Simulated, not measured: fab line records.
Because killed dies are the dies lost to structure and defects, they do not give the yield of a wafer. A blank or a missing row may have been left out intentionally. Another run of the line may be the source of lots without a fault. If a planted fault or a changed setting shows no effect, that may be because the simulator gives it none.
Matching of chambers    flow n5-finfet    N5_BEOL_M10_CURE_71 on uv-cure-02: 3 sister chambers
The step cures SiCOH lowk, time 240 s. 6 wafers are shown with their chamber, then 11 later ones without.

## EACH WAFER AND ITS CHAMBER
wafer   chamber  wafer_temp_C_max  lamp-power-pct (%)
L083.5  1        387.2             52.33
L085.4  0        387.1             52.31
L085.6  0        386.8             52.32
L087.2  2        386.6             52.39
L087.6  2        386.9             52.33
L092.2  1        386.5             52.30

## WAFERS WHOSE CHAMBER IS MISSING
wafer   wafer_temp_C_max  lamp-power-pct (%)
L092.5  386.1             52.23
L092.6  387.1             52.36
L093.1  387.1             52.32
L093.2  387.0             52.29
L093.3  386.7             52.23
L095.2  387.1             52.30
L095.4  386.9             52.31
L095.5  387.1             52.22
L097.4  386.4             52.30
L097.5  386.7             52.37
L097.6  387.1             52.30

## WHICH CHAMBER EACH WENT THROUGH
wafer   from the rows above           in truth
L092.5  can't be placed: 1 or 0 or 2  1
L092.6  can't be placed: 2 or 0 or 1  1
L093.1  can't be placed: 0 or 1 or 2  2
L093.2  can't be placed: 0 or 1 or 2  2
L093.3  can't be placed: 1 or 0 or 2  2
L095.2  can't be placed: 0 or 1 or 2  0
L095.4  can't be placed: 1 or 0 or 2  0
L095.5  can't be placed: 0 or 1 or 2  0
L097.4  can't be placed: 1 or 0 or 2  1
L097.5  can't be placed: 2 or 1 or 0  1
L097.6  can't be placed: 0 or 1 or 2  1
Placed correctly: 0 of 11. Not placeable from these rows: 11 (in 11, the candidates include the true chamber). Number placed wrongly: 0.
How it was worked out, from the rows above alone: a wafer's distance from a chamber is the root of the sum, over the readings, of the square of ((its reading less the chamber's mean) divided by the reading's scatter). If the next closest chamber is less than 2 further off than the closest, the wafer can't be placed; otherwise it belongs to the closest. A chamber's mean is the mean of its shown wafers. The scatter: take each reading less its chamber's mean, square it, sum over the shown wafers, divide by the number of wafers less the number of chambers, and take the root.
